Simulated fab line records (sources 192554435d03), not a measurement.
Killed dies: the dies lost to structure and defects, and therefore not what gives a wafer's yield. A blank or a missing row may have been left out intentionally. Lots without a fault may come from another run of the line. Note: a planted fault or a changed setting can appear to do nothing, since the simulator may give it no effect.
Split-lot experiment | flow n5_finfet | 39 wafers read from 7 lots, route of 1938 steps

## SPLIT DETAILS
At N5_BEOL_M7_TRENCH_ETCH_37 (etches SiCOH lowk in C4F6/O2, target depth 93.478 nm, time 31.2 s), the setting time_s was moved away from the recipe's 31.2 s on 15 of the 39 wafers read, by +20.2% to +54.6%. All remaining wafers had this setting at the recipe value.

## FROM THE SPLIT TO THE READING: what the file shows between them, 11 steps
- N5_BEOL_M7_ETCH_41: etches SiCN in CH3F/O2, target depth 31.9 nm, time 57.8 s
- N5_BEOL_M7_STRIP_80: strips in N2/H2, time 10 s
- N5_BEOL_M7_OCD_MEAS_38
- N5_BEOL_M7_HM_STRIP_39: strips TiN in peroxide tin strip, target depth 25 nm, time 158 s
- N5_BEOL_M7_SRD_40: time 30 s
- N5_BEOL_M7_ECD_50: material Cu, target thk 300 nm
- N5_BEOL_M7_ANNEAL_51: time 90 s
- N5_BEOL_M7_CMP_52: polishes, stops on SiCOH lowk, t overpolish 6.9 s, target thk 80 nm
- N5_BEOL_M7_THK_MEAS_53: measures by xrf
- N5_BEOL_M7_PRE_CLEAN_55: time 15 s
- N5_BEOL_M7_DEP_56: deposits SiCN from 3MS/NH3, target thk 10 nm, time 17.5 s

## THE READING
M7_RS (ohm/sq), read at N5_BEOL_M7_RS_MEAS_57 with a four-point probe. Typical for fault-free wafers on this fab line: 0.289 ohm/sq, with standard deviation 0.0067 ohm/sq.

wafer  | tool, chamber at the split | time_s as run, s | against the recipe | M7_RS, ohm/sq | against lot-mates on the recipe
L074.1 | rie_diel-06, 0             | 31.2             | recipe             | 0.293         | -
L074.2 | rie_diel-06, 2             | 31.2             | recipe             | 0.285         | -
L074.3 | rie_diel-06, 1             | 31.2             | recipe             | 0.292         | -
L074.4 | rie_diel-06, 3             | 47.49            | +52.2%             | 0.165         | -0.125
L074.5 | rie_diel-06, 1             | 47.49            | +52.2%             | 0.169         | -0.121
L074.6 | rie_diel-06, 2             | 47.49            | +52.2%             | 0.165         | -0.125
L075.2 | rie_diel-02, 2             | 31.2             | recipe             | 0.273         | -
L075.5 | rie_diel-02, 2             | 31.2             | recipe             | 0.275         | -
L075.6 | rie_diel-02, 1             | 31.2             | recipe             | 0.285         | -
L079.1 | rie_diel-06, 1             | 47.41            | +52.0%             | 0.168         | -0.123
L079.2 | rie_diel-06, 0             | 31.2             | recipe             | 0.300         | -
L079.3 | rie_diel-06, 3             | 31.2             | recipe             | 0.282         | -
L079.4 | rie_diel-06, 2             | 31.2             | recipe             | 0.291         | -
L079.5 | rie_diel-06, 1             | 47.41            | +52.0%             | 0.166         | -0.125
L079.6 | rie_diel-06, 0             | 47.41            | +52.0%             | 0.172         | -0.119
L082.1 | rie_diel-02, 2             | 31.2             | recipe             | 0.284         | -
L082.2 | rie_diel-02, 3             | 31.2             | recipe             | 0.279         | -
L082.3 | rie_diel-02, 1             | 31.2             | recipe             | 0.282         | -
L082.4 | rie_diel-02, 3             | 31.2             | recipe             | 0.290         | -
L082.5 | rie_diel-02, 1             | 31.2             | recipe             | 0.286         | -
L082.6 | rie_diel-02, 2             | 31.2             | recipe             | 0.286         | -
L087.1 | rie_diel-06, 0             | 40.12            | +28.6%             | 0.214         | -0.076
L087.2 | rie_diel-06, 2             | 31.2             | recipe             | 0.286         | -
L087.3 | rie_diel-06, 3             | 40.12            | +28.6%             | 0.210         | -0.080
L087.4 | rie_diel-06, 1             | 31.2             | recipe             | 0.287         | -
L087.5 | rie_diel-06, 1             | 31.2             | recipe             | 0.296         | -
L087.6 | rie_diel-06, 2             | 40.12            | +28.6%             | 0.209         | -0.081
L095.1 | rie_diel-04, 3             | 31.2             | recipe             | 0.292         | -
L095.2 | rie_diel-04, 2             | 48.24            | +54.6%             | 0.163         | -0.122
L095.3 | rie_diel-04, 1             | 48.24            | +54.6%             | 0.158         | -0.127
L095.4 | rie_diel-04, 3             | 48.24            | +54.6%             | 0.167         | -0.118
L095.5 | rie_diel-04, 2             | 31.2             | recipe             | 0.289         | -
L095.6 | rie_diel-04, 1             | 31.2             | recipe             | 0.274         | -
L097.1 | rie_diel-06, 2             | 37.49            | +20.2%             | 0.225         | -0.070
L097.2 | rie_diel-06, 1             | 37.49            | +20.2%             | 0.227         | -0.068
L097.3 | rie_diel-06, 0             | 31.2             | recipe             | 0.301         | -
L097.4 | rie_diel-06, 3             | 31.2             | recipe             | 0.292         | -
L097.5 | rie_diel-06, 2             | 37.49            | +20.2%             | 0.220         | -0.075
L097.6 | rie_diel-06, 3             | 31.2             | recipe             | 0.293         | -

FIT RESULTS
A straight line over all 39 wafers: M7_RS changes by -0.00232 ohm/sq for each +1% of time_s; r = -0.99; the points scatter about the line by 0.008 ohm/sq.
The same after taking each lot's own level away (the mean of its wafers on the recipe; 39 wafers): -0.00236 ohm/sq for each +1%; r = -0.99; scatter 0.0087 ohm/sq.
Per that fit: largest time_s move, reading shift of 0.13 ohm/sq.
Across the lots, their own levels run from 0.2777 to 0.2953 ohm/sq, a range of 2.6 times the standard deviation given above.
The two slopes are in agreement: the lot-to-lot level therefore moves the slope only a little.
Check: for one of the wafers moved furthest among these (+54.6%), held out of the fit, the line's prediction against its lot-mates is -0.132 ohm/sq. It came out at -0.122 ohm/sq against them.

## THE WHOLE CHAIN: every reading that the file lists as answering this split, in the file's order
step                      | what it does                                                        | reading                                                                          | change (the file's fit)                | r (the file's)
N5_BEOL_M7_TRENCH_ETCH_37 | etches SiCOH lowk in C4F6/O2, target depth 93.478 nm, time 31.2 s   | etch.depth_nm (the simulator's own value, which no gauge read)                   | +0.928 nm for each +1% of the setting  | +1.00
N5_BEOL_M7_TRENCH_ETCH_37 | etches SiCOH lowk in C4F6/O2, target depth 93.478 nm, time 31.2 s   | BEOL_M7.feature_depth_nm (the simulator's own value, which no gauge read)        | +0.928 nm for each +1% of the setting  | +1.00
N5_BEOL_M7_TRENCH_ETCH_37 | etches SiCOH lowk in C4F6/O2, target depth 93.478 nm, time 31.2 s   | TiN_of_BEOL_M7_HM_DEP_02.thk_nm (the simulator's own value, which no gauge read) | -0.0251 nm for each +1% of the setting | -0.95
N5_BEOL_M7_OCD_MEAS_38    |                                                                     | trench_depth_nm                                                                  | +0.928 nm for each +1% of the setting  | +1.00
N5_BEOL_M7_CMP_52         | polishes, stops on SiCOH lowk, t overpolish 6.9 s, target thk 80 nm | Cu_of_BEOL_M7_ECD_50.thk_nm (the simulator's own value, which no gauge read)     | +0.935 nm for each +1% of the setting  | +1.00
N5_BEOL_M7_THK_MEAS_53    | measures by xrf                                                     | M7_THK                                                                           | +0.93 for each +1% of the setting      | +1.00
N5_BEOL_M7_RS_MEAS_57     | measures by four-point-probe                                        | M7_RS                                                                            | -0.00241 for each +1% of the setting   | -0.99

## THE FILE'S OWN FIT
M7_RS changes by -0.00241 ohm/sq for each +1% of time_s, r = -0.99.
